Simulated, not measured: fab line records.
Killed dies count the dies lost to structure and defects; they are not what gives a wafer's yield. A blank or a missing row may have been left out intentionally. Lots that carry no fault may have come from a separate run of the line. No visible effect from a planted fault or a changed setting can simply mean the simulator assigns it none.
Which of the tools did it? || flow nand-harc || 18 wafers from 6 lots sampled at 3 of the route's 1159 steps

WHAT EACH GAUGE READ, for each wafer
NHARC_A_BONDPAD_THK_MEAS_20: measures by xrf.
{"lot": "L142", "measured": "day 18 08:47", "on": "film-metro-01", "thk-nm (nm)": "169.5 169.4 166.7"}
{"lot": "L143", "measured": "day 18 09:29", "on": "film-metro-02", "thk-nm (nm)": "169.5 168.5 166.4"}
{"lot": "L148", "measured": "day 19 12:13", "on": "film-metro-02", "thk-nm (nm)": "168.8 171.8 171.4"}
{"lot": "L153", "measured": "day 20 17:58", "on": "film-metro-02", "thk-nm (nm)": "169.9 172.6 166.2"}
{"lot": "L157", "measured": "day 22 04:32", "on": "film-metro-01", "thk-nm (nm)": "169.8 170.8 171.9"}
{"lot": "L161", "measured": "day 22 21:54", "on": "film-metro-01", "thk-nm (nm)": "173.2 172.0 172.7"}

TOOL THAT RAN EACH LOT (tool first, then ch and the chambers of the sampled wafers, then the start)
{"lot": "L142", "NHARC_A_M0_PVD_21": "pvd-sputter-01, day 17 22:22", "NHARC_A_BONDPAD_ANNEAL_28": "rtp-anneal-01 ch 0, day 18 08:11"}
{"lot": "L143", "NHARC_A_M0_PVD_21": "pvd-sputter-02, day 17 23:30", "NHARC_A_BONDPAD_ANNEAL_28": "rtp-anneal-01 ch 0, day 18 08:59"}
{"lot": "L148", "NHARC_A_M0_PVD_21": "pvd-sputter-01, day 19 02:13", "NHARC_A_BONDPAD_ANNEAL_28": "rtp-anneal-01 ch 0, day 19 11:37"}
{"lot": "L153", "NHARC_A_M0_PVD_21": "pvd-sputter-01, day 20 08:10", "NHARC_A_BONDPAD_ANNEAL_28": "rtp-anneal-01 ch 0, day 20 17:18"}
{"lot": "L157", "NHARC_A_M0_PVD_21": "pvd-sputter-02, day 21 18:44", "NHARC_A_BONDPAD_ANNEAL_28": "rtp-anneal-01 ch 0, day 22 03:52"}
{"lot": "L161", "NHARC_A_M0_PVD_21": "pvd-sputter-03, day 22 10:51", "NHARC_A_BONDPAD_ANNEAL_28": "rtp-anneal-01 ch 0, day 22 21:17"}
- NHARC_A_M0_PVD_21: deposits Cu, target thk 30 nm, time 20.49 s.
- NHARC_A_BONDPAD_ANNEAL_28: time 90 s.

THE ANSWER, worked out from the rows above alone
Rule: usual is defined by the lots themselves. The widest of any qualifying gaps counts: lots, ordered by their means at a reading, are off when they make up no more than a third of the lots, leave a main group of 4 or more, and stand apart from it by 3 or more times the standard deviation of that group's means. If all means in a main group match to the digits the tables above print for the reading, that group is not used. Also off: a lot with no number at a reading for which 4 or more lots have one. All remaining lots with rows at the step are treated as sound.
Nothing can be told from this: no lot is off at any reading shown.

WHAT THE SIMULATOR PUT IN
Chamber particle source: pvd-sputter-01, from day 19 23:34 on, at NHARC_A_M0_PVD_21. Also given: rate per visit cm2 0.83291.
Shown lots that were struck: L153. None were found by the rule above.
